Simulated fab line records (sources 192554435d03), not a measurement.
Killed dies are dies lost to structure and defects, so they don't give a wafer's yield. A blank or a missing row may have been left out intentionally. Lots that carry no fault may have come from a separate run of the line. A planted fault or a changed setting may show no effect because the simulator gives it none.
A lot that was struck, set against a sound lot | flow n5_finfet | 16 out of 1938 route steps
Sound: wafers L363.3, L363.5, L363.6. Wafers struck: L354.2, L354.4, L354.6. The cause is given at the end.
For every step that has rows: the tool of each side, followed by ch and its chambers, followed by its first start. Under that, the readings that differ: sound wafers | struck wafers | difference of the means | sigmas: that difference in standard deviations of wafers without a fault.
alike: same words and numbers on both sides, and readings whose means sit less than 2 such deviations apart. not compared: any withheld reading, any reading some wafer has no value for, any bound like >300 that may hide the same value, and any number with overlapping values for which the record gives no deviation.
A row with sigmas, a row that says differs or no value, or rows on one side alone: a step with any of these is where the two part. Numbers that don't overlap but have no deviation are shown without sigmas and don't part them. A reading that every wafer of one side lacks parts them only if that side has two wafers or more.

first, 2 steps without rows for these wafers: N5_HKMG_FIN_COAT_85 (time 60 s, resist thk 300 nm); N5_HKMG_FIN_ETCH_86 (etches SOC in N2/H2, stops on TiN, target depth 393.2 nm).
N5_HKMG_FIN_STRIP_89: strips SOC in N2/H2, time 20 s.
  sound on rie_diel-05 ch 0,1, day 7 16:58; struck on rie_diel-05 ch 0,3, day 5 12:10
  alike: bias_power_w, chamber_pressure_mTorr, drypump_motor_current_A, n2_flow_sccm, oes_product_au, rf_vpp_V, showerhead_plenum_p_Torr, throttle_valve_pct
  not compared: rf_hours_counter_h
then, 1 step without rows for these wafers: N5_HKMG_FIN_WET_ETCH_87 (etches TiN in SC1, time 154.2 s, target depth 4.7 nm, rinse time 30 s).
N5_HKMG_FIN_STRIP_88: strips in N2/H2, time 360 s.
  sound on plasma_asher-01 ch 0,1, day 7 17:17; struck on plasma_asher-01 ch 1, day 5 12:21
  alike: drypump_motor_current_A, h2_flow_sccm, heater_power_w, n2_flow_sccm
  not compared: rf_hours_counter_h
N5_HKMG_FIN_NWFM_ALD_20: deposits TiAlC, target thk 2 nm, pulse time 3 s, purge time 2 s.
  sound on ald_metal-02 ch 0,2,3, day 7 17:32; struck on ald_metal-02 ch 0,2,3, day 5 12:44
  alike: heater_power_w, precursor_pulse_height_rel
N5_HKMG_FIN_ALD_71: deposits TiN, target thk 1 nm, pulse time 1 s, purge time 3 s.
  sound on ald_metal-02 ch 0,2,3, day 7 17:38; struck on ald_metal-02 ch 0,2,3, day 5 12:50
  alike: heater_power_w, precursor_pulse_height_rel
then, 5 steps without rows for these wafers: N5_HKMG_FIN_COAT_66 (time 60 s, resist thk 300 nm); N5_HKMG_FIN_ETCH_67 (etches SOC in N2/H2, stops on TiN, target depth 388.9 nm); N5_HKMG_FIN_STRIP_90 (strips SOC in N2/H2, time 20 s); N5_HKMG_FIN_WET_ETCH_73 (etches the open film in SC1, time 42.3 s, target depth 1.3 nm, rinse time 30 s); N5_HKMG_FIN_ETCHBACK_68 (etches the open film in Cl2/Ar, stops on HfO2, target depth 0.5 nm).
N5_HKMG_FIN_STRIP_69: strips in N2/H2, time 360 s.
  sound on plasma_asher-01 ch 0,1, day 7 18:28; struck on plasma_asher-01 ch 1, day 5 13:32
  no value came back on the struck wafers for any of 5 readings (drypump_motor_current_A (A), h2_flow_sccm (sccm) and others); on the sound wafers drypump_motor_current_A (A) reads 5.67 5.67 5.73
  not compared: rf_hours_counter_h
N5_HKMG_FIN_ALD_21: deposits TiN, target thk 1.5 nm, pulse time 1 s, purge time 3 s.
  sound on ald_metal-03 ch 2,3, day 7 18:43; struck on ald_metal-03 ch 0,3, day 5 13:55
  alike: heater_power_w, precursor_pulse_height_rel
N5_BEOL_M4_RC_MEAS_101:
  the record has rows for the sound wafers here (prober-01 ch 0, day 13 20:49) and none for the struck ones
-- a jump in the record: the struck wafers' starts before and after are 8 days apart (it breaks off in module BEOL_M4 and resumes in module PASSIVATION, where the first step shown is number 1936 of the route) --
N5_PASSIVATION_PROBE_49:
  rows exist in the record for the struck wafers here (prober-02, day 13 14:28), but not for the sound ones

WHERE THEY PART
First at N5_HKMG_FIN_STRIP_69; last, within this record, at N5_PASSIVATION_PROBE_49.

WHY: what the simulator had put in
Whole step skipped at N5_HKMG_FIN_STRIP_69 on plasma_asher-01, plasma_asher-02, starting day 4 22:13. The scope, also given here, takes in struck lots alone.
